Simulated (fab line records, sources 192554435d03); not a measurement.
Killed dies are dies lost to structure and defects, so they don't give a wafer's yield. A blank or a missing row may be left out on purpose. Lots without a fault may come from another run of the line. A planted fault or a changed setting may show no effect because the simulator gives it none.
Which tool did it? | flow n5_finfet | 11 lots, 31 wafers sampled, at 5 steps of a route of 1938

WHAT THE GAUGES READ, wafer by wafer
N5_BEOL_M2_THK_MEAS_53: measures by xrf. Usual: M2_THK 40.4 nm, standard deviation 1.5.
lot  | measured     | on            | M2_THK (nm)    | flag
L902 | day 6 19:46  | film_metro-02 | 42.0 39.1 41.8 |
L903 | day 7 09:18  | film_metro-01 | 38.4 39.8 37.8 |
L906 | day 7 23:52  | film_metro-02 | 40.7 42.7 41.5 |
L908 | day 8 16:10  | film_metro-02 | 41.5 39.3 41.3 |
L909 | day 9 08:43  | film_metro-02 | 41.9 39.5 40.8 |
L914 | day 10 14:31 | film_metro-01 | 40.4 39.8      |
L916 | day 10 17:30 | film_metro-01 | 42.1 40.9      |
L920 | day 11 14:34 | film_metro-01 | 40.0 38.1 41.6 |
L923 | day 12 07:11 | film_metro-01 | 40.1 40.9 39.8 |
L922 | day 12 14:46 | film_metro-02 | 41.0 39.1 40.8 |
L924 | day 12 20:16 | film_metro-02 | 39.9 38.7 40.0 |

N5_BEOL_M2_INSPECT_59: inspects for defects (darkfield). Usual: raw_defect_count 72, standard deviation 22.
lot  | measured     | on                | raw_defect_count | flag
L902 | day 6 20:02  | defect_inspect-02 | 37 31 85         |
L903 | day 7 09:35  | defect_inspect-02 | 52 48 39         |
L906 | day 8 00:10  | defect_inspect-02 | 59 42 53         |
L908 | day 8 16:28  | defect_inspect-01 | 57 104 96        |
L909 | day 9 09:00  | defect_inspect-01 | 75 71 89         |
L914 | day 10 14:47 | defect_inspect-02 | 89 72            |
L916 | day 10 17:48 | defect_inspect-02 | 57 93            |
L920 | day 11 14:51 | defect_inspect-01 | 56 58 52         |
L923 | day 12 07:28 | defect_inspect-02 | 65 71 97         |
L922 | day 12 15:10 | defect_inspect-01 | 53 72 75         |
L924 | day 12 20:33 | defect_inspect-02 | 95 104 101       |

N5_BEOL_M4_RC_MEAS_101. Usual: DIBL_N 36.5 mV/V, standard deviation 1.9; DIBL_P 36.7 mV/V, standard deviation 2.1; IOFF_N 0.17 nA/um, standard deviation 0.035; IOFF_P 0.22 nA/um, standard deviation 0.042; ION_N 676 uA/um, standard deviation 10; ION_P 462 uA/um, standard deviation 8.1; SS_N 71.5 mV/dec, standard deviation 0.72; SS_P 73.4 mV/dec, standard deviation 0.7; VT_N 249 mV, standard deviation 3.1; VT_P -250 mV, standard deviation 3.9.
lot  | measured     | on        | DIBL_N (mV/V)  | DIBL_P (mV/V)  | IOFF_N (nA/um) | IOFF_P (nA/um) | ION_N (uA/um) | ION_P (uA/um) | SS_N (mV/dec)  | SS_P (mV/dec)  | VT_N (mV)   | VT_P (mV)      | flag
L902 | day 7 19:36  | prober-01 | 34.5 34.9 33.1 | 32.9 34.7 31.6 | 0.12 0.14 0.10 | 0.18 0.21 0.16 | 675 687 660   | 460 476 457   | 70.9 71.1 70.9 | 72.8 73.2 72.6 | 253 248 257 | -251 -250 -252 |
L903 | day 8 12:59  | prober-02 | 38.3 38.4 36.6 | 40.1 40.2 36.9 | 0.21 0.22 0.18 | 0.31 0.31 0.25 | 678 695 681   | 466 481 471   | 72.6 71.9 72.8 | 74.4 74.1 73.3 | 250 245 249 | -246 -244 -246 |
L906 | day 9 01:49  | prober-02 | 38.4 35.4 36.1 | 38.6 36.4 35.7 | 0.18 0.14 0.14 | 0.23 0.21 0.20 | 680 681 662   | 461 466 459   | 72.2 71.0 72.2 | 74.0 73.9 73.5 | 251 251 252 | -250 -249 -251 |
L908 | day 10 04:58 | prober-01 | 36.9 40.6 38.2 | 36.0 39.9 36.8 | 0.17 0.23 0.19 | 0.23 0.30 0.25 | 683 687 678   | 469 467 463   | 70.4 72.6 71.1 | 73.1 74.6 74.0 | 246 245 246 | -247 -242 -246 |
L909 | day 10 11:35 | prober-02 | 38.5 36.0 36.5 | 39.7 35.4 36.6 | 0.21 0.16 0.16 | 0.28 0.20 0.22 | 699 676 683   | 476 465 466   | 71.8 70.9 71.2 | 74.3 72.7 73.5 | 246 249 249 | -244 -248 -249 |
L914 | day 11 19:16 | prober-01 | 37.7 40.6      | 37.3 40.3      | 0.21 0.29      | 0.22 0.29      | 678 693       | 458 461       | 72.4 73.2      | 73.5 75.0      | 247 242     | -251 -248      |
L916 | day 11 17:02 | prober-02 | 37.9 36.5      | 37.9 36.1      | 0.18 0.15      | 0.20 0.18      | 678 669       | 456 456       | 70.9 71.2      | 73.9 73.0      | 248 251     | -254 -254      |
L920 | day 13 00:33 | prober-01 | 32.7 39.9 33.9 | 31.2 39.2 34.2 | 0.11 0.23 0.12 | 0.13 0.24 0.17 | 666 682 661   | 450 460 460   | 69.8 72.1 70.7 | 72.5 74.5 72.8 | 256 249 256 | -258 -251 -254 |
L923 | day 14 04:26 | prober-02 | 35.2 36.2 34.5 | 34.6 36.1 34.0 | 0.12 0.15 0.12 | 0.16 0.17 0.15 | 662 679 659   | 454 458 451   | 71.2 71.1 71.2 | 72.1 73.1 72.1 | 253 247 253 | -255 -254 -256 |
L922 | day 14 08:50 | prober-01 | 34.6 37.0 34.2 | 35.7 39.9 35.9 | 0.15 0.18 0.14 | 0.19 0.25 0.18 | 670 675 670   | 457 459 455   | 71.2 71.9 71.0 | 73.1 74.6 73.3 | 249 247 249 | -254 -252 -256 |
L924 | day 14 12:44 | prober-02 | 36.1 35.7 38.8 | 34.6 35.6 38.9 | 0.13 0.14 0.19 | 0.18 0.19 0.25 | 657 662 676   | 454 455 463   | 71.0 71.3 71.8 | 72.7 73.0 73.1 | 252 252 246 | -253 -253 -247 |

WHICH TOOL RAN EACH LOT (tool, then ch and the chambers of the sampled wafers, then the start)
lot  | N5_BEOL_M2_ANNEAL_93         | N5_BEOL_M2_CO_CAP_55
L902 | pvd_sputter-02, day 6 18:37  | cvd_co-02 ch 0,1,2, day 6 19:50
L903 | pvd_sputter-02, day 7 08:09  | cvd_co-02 ch 0,2, day 7 09:22
L906 | pvd_sputter-02, day 7 22:43  | cvd_co-02 ch 1,2, day 7 23:57
L908 | pvd_sputter-02, day 8 15:01  | cvd_co-02 ch 0,2, day 8 16:15
L909 | pvd_sputter-03, day 9 00:19  | cvd_co-01 ch 0,1, day 9 08:47
L914 | pvd_sputter-03, day 10 12:54 | cvd_co-02 ch 1,2, day 10 14:35
L916 | pvd_sputter-01, day 10 15:58 | cvd_co-02 ch 0,2, day 10 17:34
L920 | pvd_sputter-01, day 11 13:24 | cvd_co-01 ch 0,2, day 11 14:38
L923 | pvd_sputter-02, day 12 06:02 | cvd_co-01 ch 0,1, day 12 07:16
L922 | pvd_sputter-03, day 12 13:37 | cvd_co-01 ch 0,1,2, day 12 14:50
L924 | pvd_sputter-02, day 12 18:59 | cvd_co-01 ch 1,2, day 12 20:20
- N5_BEOL_M2_ANNEAL_93: time 240 s.
- N5_BEOL_M2_CO_CAP_55: material Co, precursor CCTBA/H2, target thk 2 nm, time 102.1 s.

WHAT THE TOOLS THEMSELVES READ (means of the sampled wafers that have a number; where no wafer has one, the mark that the record gives instead)
N5_BEOL_M2_ANNEAL_93. Usual: heater_power_w 825 W, standard deviation 88; susceptor_temp_C_max 401.0, standard deviation 0.46.
lot  | tool           | heater_power_w (W) | susceptor_temp_C_max | flag
L902 | pvd_sputter-02 | 740                | 400.9                |
L903 | pvd_sputter-02 | 834                | 401.1                |
L906 | pvd_sputter-02 | 747                | 400.7                |
L908 | pvd_sputter-02 | 757                | 400.7                |
L909 | pvd_sputter-03 | 766                | 400.4                |
L914 | pvd_sputter-03 | 763                | 401.9                |
L916 | pvd_sputter-01 | 806                | 400.9                |
L920 | pvd_sputter-01 | 899                | 401.2                |
L923 | pvd_sputter-02 | 754                | 400.8                |
L922 | pvd_sputter-03 | 744                | 401.1                |
L924 | pvd_sputter-02 | 905                | 400.9                |

N5_BEOL_M2_CO_CAP_55. Usual: heater_power_w 236 W, standard deviation 32; run_length_s 124.8 s, standard deviation 0.54.
lot  | tool      | heater_power_w (W) | run_length_s (s) | flag
L902 | cvd_co-02 | 224                | 124.9            |
L903 | cvd_co-02 | 233                | 125.0            |
L906 | cvd_co-02 | 212                | 125.2            |
L908 | cvd_co-02 | 218                | 124.7            |
L909 | cvd_co-01 | 244                | 124.6            |
L914 | cvd_co-02 | 209                | 104.7            | OFF
L916 | cvd_co-02 | 226                | 104.7            | OFF
L920 | cvd_co-01 | 221                | 124.4            |
L923 | cvd_co-01 | 223                | 124.9            |
L922 | cvd_co-01 | 239                | 124.8            |
L924 | cvd_co-01 | 270                | 124.5            |

THE ANSWER, worked out from the rows above alone
Rule: a lot is off if the mean of its wafers that have a number lies more than 3 standard deviations from the usual mean. A lot without any number at a reading at which 4 lots or more have one is off too. The other lots that the step has rows for count as sound. The gauges are gone through in route order, then the tools' own readings, and for those a lot's mean is taken as printed above. The first step at which some lot is off is used, and at that step the reading that is off furthest; a lot without a number counts as furthest.
Off: L914, L916, at N5_BEOL_M2_CO_CAP_55 (run_length_s).
A tool fits if, at that step or a process step before it, it ran every lot that is off, and no sound lot after the first of them. One fits: cvd_co-02 at N5_BEOL_M2_CO_CAP_55. Its last sound lot is L908 (day 8 16:15), its first lot that is off L914 (day 10 14:35): a fault that began between those two fits.
The tool's own readings at N5_BEOL_M2_CO_CAP_55 bear it out: on the lots that are off they differ by more than 5 times the standard deviation of the sound lots' means. run_length_s reads 104.7 s there against 124.8 s on the sound lots.

WHAT THE SIMULATOR HAD PUT IN
Process parameter drift: cvd_co-02, from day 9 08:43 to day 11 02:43, at N5_BEOL_M2_CO_CAP_55. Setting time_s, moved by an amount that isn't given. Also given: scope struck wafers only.
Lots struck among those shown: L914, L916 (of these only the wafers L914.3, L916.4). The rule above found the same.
